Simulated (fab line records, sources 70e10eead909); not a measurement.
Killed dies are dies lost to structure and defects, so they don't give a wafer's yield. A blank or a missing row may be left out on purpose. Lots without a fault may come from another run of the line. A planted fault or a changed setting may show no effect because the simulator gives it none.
Chamber matching | flow nand_harc | NHARC_A_WL_FILL_ALD_02 on ald_metal-01: 4 sister chambers
The step deposits TiN, target thk 2 nm, pulse time 3 s, ald cycles 100. 8 wafers are shown with their chamber, then 7 later ones without.

WAFERS WITH THEIR CHAMBER
wafer  | chamber | heater_power_w (W) | precursor_pulse_height_rel
L074.6 | 3       | 961                | 1.002
L082.1 | 3       | 1023               | 0.999
L086.2 | 0       | 891                | 0.986
L086.5 | 0       | 890                | 0.993
L088.5 | 1       | 1077               | 1.023
L088.6 | 2       | 945                | 0.981
L092.3 | 1       | 1098               | 0.984
L092.5 | 2       | 937                | 0.997

WAFERS WITHOUT THEIR CHAMBER
wafer  | heater_power_w (W) | precursor_pulse_height_rel
L092.6 | 1011               | 1.016
L094.2 | 918                | 1.013
L094.4 | 1023               | 0.997
L094.6 | 1086               | 1.043
L097.2 | 1036               | 1.027
L097.3 | 889                | 0.994
L097.5 | 903                | 0.990

WHICH CHAMBER EACH WENT THROUGH
wafer  | from the rows above          | in truth
L092.6 | 3                            | 3
L094.2 | can't be placed: 2 or 0 or 3 | 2
L094.4 | can't be placed: 3 or 1      | 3
L094.6 | 1                            | 1
L097.2 | can't be placed: 3 or 1      | 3
L097.3 | can't be placed: 0 or 2      | 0
L097.5 | can't be placed: 0 or 2      | 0
Placed correctly: 2 of 7. Can't be placed from these rows: 5 (the true chamber is among the candidates in 5). Placed wrongly: 0.
How it was worked out, from the rows above alone: a wafer's distance from a chamber is the root of the sum, over the readings, of the square of ((its reading less the chamber's mean) divided by the reading's scatter). The wafer belongs to the nearest chamber; if the next one is less than 2 further off, it can't be placed. A chamber's mean is the mean of its shown wafers. The scatter: the root of (the sum of the squares of (reading less its chamber's mean) over the shown wafers, divided by (wafers less chambers)).
